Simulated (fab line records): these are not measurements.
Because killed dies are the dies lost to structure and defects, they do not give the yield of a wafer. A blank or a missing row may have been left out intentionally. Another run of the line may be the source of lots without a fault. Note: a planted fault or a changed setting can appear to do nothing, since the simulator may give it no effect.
Problem report, 8D (eight disciplines) form, completed by code	flow n5-finfet	the parts of the form that need people (team, actions taken, sign-off) are left out

## 1. WHAT IS WRONG
At N5_MOL_CONTACT_COAG_ALD_27, run-length-s averages 3433.6 s over 3 wafers from 3 lots, while fault-free wafers read 2770.0 s, standard deviation 0.65. That is +99 or more standard deviations from the usual mean.
The step: deposits SiOC, target thk 17 nm, pulse time 1.5 s, time 2720 s.
First observed at day 6 10:22: wafer L697.1, on ald-sin-04. The record has a number at this step for 19 wafers belonging to 7 lots. Rule for "out" (also "out of limits"): further than 4 standard deviations from the usual mean. Any other wafer with a number is counted as sound.

## 2. WHAT IT IS; WHAT IT IS NOT
question	is	is not
which readings at this step	run-length-s	heater-power-w, precursor-pulse-height-rel, susceptor-temp-C
which lots	L697, L698, L699	L693, L709, L710, L711
which wafers of those lots	L697.1, L698.1, L699.5	L697.3, L697.6, L698.4, L699.4
read on which tools	ald-sin-04	ald-sin-02, ald-sin-03
when	from day 6 10:22	up to then (5 sound wafers); but 11 sound wafers of L698, L699, L709, L710, L711 came after

## 3. WHAT RULES OUT EACH SUSPECT
Counting: a tool at a process step up to the reading stays a suspect if it ran every lot that is out. Sound lots after the first of them don't rule it out here, since some wafers of a struck lot are sound.
- cvd-co-02 at N5_MOL_CONTACT_COAG_CO_FILL_22 (material Co, precursor CCTBA/H2, target thk 20 nm): kept. It ran every lot that is out, first L697 (day 6 05:34); its last sound lot up to then is L693 (day 5 06:14).
- ald-sin-04 at N5_MOL_CONTACT_COAG_ALD_27 (deposits SiOC, target thk 17 nm, pulse time 1.5 s, time 2720 s): kept. It ran every lot that is out, first L697 (day 6 10:22). Its own readings are out on those wafers: run-length-s.
The count leaves ald-sin-04 at N5_MOL_CONTACT_COAG_ALD_27 and cvd-co-02 at N5_MOL_CONTACT_COAG_CO_FILL_22.

## 4. THE CAUSE (what the simulator had put in)
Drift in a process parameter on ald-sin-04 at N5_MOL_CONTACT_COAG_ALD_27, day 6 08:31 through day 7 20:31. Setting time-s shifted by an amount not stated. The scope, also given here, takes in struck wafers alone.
This tool is one of the 2 suspects left after counting.

## 5. THE CHAIN OF EFFECTS, in route order
Rows list readings where the struck wafers' mean (over those with a number) sits beyond 3 standard deviations from the usual. Readings are gone through only where the record gives a usual standard deviation; hours: the median, over the lots, of the time from a lot's start at the first step in this table giving one to that lot's start at this step; sigmas: the change measured in usual standard deviations.
hours	step	reading	usual	on struck wafers	change	sigmas
0	N5_MOL_CONTACT_COAG_ALD_27	run-length-s	2770.0 s	3433.6	+663.6	+99 or more
Its process steps:
- N5_MOL_CONTACT_COAG_ALD_27: deposits SiOC, target thk 17 nm, pulse time 1.5 s, time 2720 s.

## 6. HOW IT WOULD HAVE BEEN CAUGHT EARLIER
In this record no reading fell out of limits until day 6 10:22, 2 hours after the fault had begun at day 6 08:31.
